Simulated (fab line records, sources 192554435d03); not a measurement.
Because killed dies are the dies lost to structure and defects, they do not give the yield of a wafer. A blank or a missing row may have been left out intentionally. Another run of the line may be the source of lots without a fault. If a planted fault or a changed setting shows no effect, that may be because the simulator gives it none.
Lot-split experiment + flow n5Finfet + 7 lots, 21 wafers read, on a route of 1938 steps

== ABOUT THE SPLIT ==
At N5_BEOL_M8_ETCH_61 (etches SiARC in CF4, target depth 45.5 nm, time 75.8 s), the setting biasW was moved away from the recipe's 36 W on 10 of the 21 wafers read, by -10.9% to +13.9%. The other wafers ran this setting at the recipe's value.

The split's own step is where the reading is taken.

== THE READING ==
rfVppV, in V, at N5_BEOL_M8_ETCH_61 (etches SiARC in CF4, target depth 45.5 nm, time 75.8 s). Fault-free wafers of this fab line usually give 184.6 V, standard deviation 1.3 V.

| wafer  | tool, chamber at the split | biasW as run, W | against the recipe | rfVppV, V | against lot-mates on the recipe |
|--------|----------------------------|-----------------|--------------------|-----------|---------------------------------|
| L074.2 | rieDiel-01, 2              | 36              | recipe             | 185.3     | -                               |
| L074.3 | rieDiel-01, 1              | 36              | recipe             | 184.3     | -                               |
| L074.6 | rieDiel-01, 1              | 36              | recipe             | 184.2     | -                               |
| L079.2 | rieDiel-01, 3              | 36              | recipe             | 184.3     | -                               |
| L079.4 | rieDiel-01, 0              | 40.16           | +11.6%             | 199.0     | +14.7                           |
| L079.6 | rieDiel-01, 3              | 40.16           | +11.6%             | 199.2     | +14.9                           |
| L089.1 | rieDiel-03, 0              | 36              | recipe             | 183.9     | -                               |
| L089.2 | rieDiel-03, 2              | 36              | recipe             | 184.6     | -                               |
| L089.6 | rieDiel-03, 0              | 34.03           | -5.5%              | 175.4     | -8.8                            |
| L084.2 | rieDiel-01, 0              | 33.84           | -6.0%              | 176.0     | -10.5                           |
| L084.3 | rieDiel-01, 2              | 36              | recipe             | 186.5     | -                               |
| L084.6 | rieDiel-01, 3              | 33.84           | -6.0%              | 176.2     | -10.3                           |
| L092.1 | rieDiel-03, 3              | 36              | recipe             | 183.9     | -                               |
| L092.3 | rieDiel-03, 1              | 36              | recipe             | 185.0     | -                               |
| L092.6 | rieDiel-03, 3              | 36              | recipe             | 183.3     | -                               |
| L091.1 | rieDiel-01, 2              | 40.99           | +13.9%             | 202.9     | +17.6                           |
| L091.2 | rieDiel-01, 1              | 36              | recipe             | 185.3     | -                               |
| L091.5 | rieDiel-01, 2              | 40.99           | +13.9%             | 200.8     | +15.5                           |
| L096.2 | rieDiel-01, 1              | 32.09           | -10.9%             | 172.5     | no lot-mate on the recipe       |
| L096.4 | rieDiel-01, 3              | 32.09           | -10.9%             | 171.0     | no lot-mate on the recipe       |
| L096.5 | rieDiel-01, 2              | 32.09           | -10.9%             | 171.5     | no lot-mate on the recipe       |

FIT RESULTS
A straight line over all 21 wafers: rfVppV changes by +1.25 V for each +1% of biasW; r = +0.99; the points scatter about the line by 1 V.
The same after taking each lot's own level away (the mean of its wafers on the recipe; 18 wafers): +1.32 V for each +1%; r = +0.99; scatter 1.1 V.
On that fit, the largest move of biasW shifts the reading by 18 V.
Measured against the standard deviation above, the lots' own levels, which go from 184.07 to 186.50 V, span 1.9 times it.
The two slopes are in agreement: the lot-to-lot level therefore moves the slope only a little.
Check: for one of the wafers moved furthest among these (+13.9%), held out of the fit, the line's prediction against its lot-mates is +17.7 V. Against them it came out at +17.6 V.
Tool readings at the split's step, against how far the setting was moved: rfVppV r = +0.99.

== OTHER SPLITS ON THESE WAFERS ==
These wafers also went through other splits before the reading. Each is held against what the fit with the lots' levels taken away leaves over:
| other split on the same wafers | wafers away from the commonest value | r with rfVppV (lot level and that fit taken away) |
|--------------------------------|--------------------------------------|---------------------------------------------------|
| N5_BEOL_M6_ILD_DEP_00 timeS    | 9                                    | +0.12                                             |
| N5_BEOL_M6_COAT_59 spinRpm     | 7                                    | -0.08                                             |
| N5_BEOL_M7_ETCH_62 sourceW     | 6                                    | +0.03                                             |
| N5_BEOL_M7_COAT_71 spinRpm     | 6                                    | -0.67                                             |

== FILE'S OWN FIT ==
rfVppV changes by +1.3 V for each +1% of biasW, r = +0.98.
